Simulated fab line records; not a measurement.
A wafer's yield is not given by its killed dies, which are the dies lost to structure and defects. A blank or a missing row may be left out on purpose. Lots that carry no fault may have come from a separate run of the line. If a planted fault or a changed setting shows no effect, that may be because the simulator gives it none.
Matching of chambers	flow n5_finfet	rie_diel-02 running N5_PASSIVATION_STRIP_14: 4 sister chambers
The step strips in O2. 4 wafers are shown with their chamber, then 9 later ones without.

EACH WAFER AND ITS CHAMBER
wafer	chamber	drypump_motor_current_A (A)
L082.6	3	5.4
L085.2	0	5.8
L085.3	2	5.9
L085.6	1	4.8

WAFERS WITH NO CHAMBER GIVEN
wafer	drypump_motor_current_A (A)
L084.1	5.9
L084.3	4.8
L084.5	5.8
L088.1	5.4
L088.5	4.9
L088.6	5.8
L096.1	4.9
L096.5	5.8
L096.6	4.9

WHICH CHAMBER EACH WENT THROUGH
wafer	from the rows above	in truth
L084.1	can't be placed: 2 or 0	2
L084.3	1	1
L084.5	can't be placed: 0 or 2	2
L088.1	3	3
L088.5	1	1
L088.6	can't be placed: 0 or 2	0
L096.1	1	1
L096.5	can't be placed: 0 or 2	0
L096.6	1	1
5 of 9 placed correctly. Unplaceable from these rows: 4, with the true chamber sitting among the candidates in 4. Wrongly placed: 0.
How it was worked out, from the rows above alone: a wafer's distance from a chamber is the root of the sum, over the readings, of the square of ((its reading less the chamber's mean) divided by the reading's scatter). If the next closest chamber is less than 2 further off than the closest, the wafer can't be placed; otherwise it belongs to the closest. Each chamber's mean is taken over the wafers shown for it. The scatter: root of mean squared gap, hidden wafer to nearest shown wafer, with one shown wafer a chamber.
